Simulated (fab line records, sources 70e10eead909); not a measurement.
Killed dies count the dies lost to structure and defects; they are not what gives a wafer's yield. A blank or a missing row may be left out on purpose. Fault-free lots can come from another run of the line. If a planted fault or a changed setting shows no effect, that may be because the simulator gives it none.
Tool commonality check ; flow nandHarc ; 36 wafers sampled across 12 lots

WHY THIS WAS OPENED
On 1 of the 12 lots, a flag is raised at NHARC_P_ZERO_WELL_CD_MEAS_24 on the reading cdNm. Wafers without a fault read 719.9 nm, standard deviation 1.6.
Rule: a lot is flagged when every wafer of it that has a number lies more than 4 standard deviations from that mean, or none has a number. All remaining lots are regarded as sound.

lot;measured;on;cdNm (nm), wafer by wafer;flag
L574;day 1 22:34;cdSem-01;723.3 721.2 722.9;
L578;day 3 14:35;cdSem-01;721.6 721.0 718.8;
L579;day 4 00:37;cdSem-01;669.1 668.7 669.3;FLAGGED
L580;day 4 10:23;cdSem-02;723.1 719.1 722.6;
L584;day 6 02:35;cdSem-02;719.5 719.6 721.4;
L588;day 7 18:30;cdSem-01;719.6 718.8 717.4;
L589;day 8 04:28;cdSem-03;719.1 718.9 721.4;
L590;day 8 14:22;cdSem-01;718.3 718.0 721.1;
L591;day 9 00:27;cdSem-01;719.2 719.7 719.8;
L592;day 9 10:41;cdSem-01;719.9 718.5 723.0;
L593;day 9 20:35;cdSem-03;723.7 722.2 723.3;
L594;day 10 06:38;cdSem-03;722.3 719.7 719.0;
The numbers of the flagged lots are 669.0 nm on average: -50.9 nm against the usual, or -32 standard deviations.

TOOL THAT RAN EACH LOT
The record holds 1 process step before the reading, out of a route of 1302 steps. Every cell lists first the tool, next ch and the chambers used by the sampled wafers, and last the start.
lot;flag;NHARC_P_ZERO_WELL_EXPOSE_21
L574;;krfScanner-02 ch 0, day 1 22:25
L578;;krfScanner-02 ch 0, day 3 14:25
L579;FLAGGED;krfScanner-01 ch 0, day 4 00:28
L580;;krfScanner-01 ch 0, day 4 10:14
L584;;krfScanner-02 ch 0, day 6 02:26
L588;;krfScanner-02 ch 0, day 7 18:21
L589;;krfScanner-02 ch 0, day 8 04:19
L590;;krfScanner-02 ch 0, day 8 14:13
L591;;krfScanner-04 ch 0, day 9 00:18
L592;;krfScanner-01 ch 0, day 9 10:32
L593;;krfScanner-04 ch 0, day 9 20:26
L594;;krfScanner-01 ch 0, day 10 06:29
What the steps here do:
- NHARC_P_ZERO_WELL_EXPOSE_21: exposes mask P NWELL, target cd 720 nm.
- NHARC_P_ZERO_WELL_CD_MEAS_24: target cd 720 nm.

FLAGGED OVER TOTAL, TOOL BY TOOL (the gauges that took the reading come last)
step;tool;lots run;flagged;share of the flagged lots;sound lots run after its first flagged lot
NHARC_P_ZERO_WELL_EXPOSE_21;krfScanner-01;4;1;all;3 (L580,L592,L594)
NHARC_P_ZERO_WELL_EXPOSE_21;krfScanner-02;6;0;none;-
NHARC_P_ZERO_WELL_EXPOSE_21;krfScanner-04;2;0;none;-
NHARC_P_ZERO_WELL_CD_MEAS_24;cdSem-01;7;1;all;4 (L588,L590,L591,L592)
NHARC_P_ZERO_WELL_CD_MEAS_24;cdSem-02;2;0;none;-
NHARC_P_ZERO_WELL_CD_MEAS_24;cdSem-03;3;0;none;-

WHAT IS ALLOWED BY THE TABLE
2 rows of the table ran every flagged lot: krfScanner-01 at NHARC_P_ZERO_WELL_EXPOSE_21, cdSem-01 at NHARC_P_ZERO_WELL_CD_MEAS_24.
- krfScanner-01 at NHARC_P_ZERO_WELL_EXPOSE_21 ran 4 lots, 1 of them flagged. Sound lots followed the first flagged one (L580, L592, L594) on it, something a lasting fault affecting the whole tool could not allow.
- cdSem-01 at NHARC_P_ZERO_WELL_CD_MEAS_24 ran 7 lots, 1 of them flagged. Sound lots followed the first flagged one (L588, L590, L591, L592) on it, something a lasting fault affecting the whole tool could not allow.
Every row of the table either missed a flagged lot or ran a sound lot after the first.

WHAT THE SIMULATOR HAD INSERTED
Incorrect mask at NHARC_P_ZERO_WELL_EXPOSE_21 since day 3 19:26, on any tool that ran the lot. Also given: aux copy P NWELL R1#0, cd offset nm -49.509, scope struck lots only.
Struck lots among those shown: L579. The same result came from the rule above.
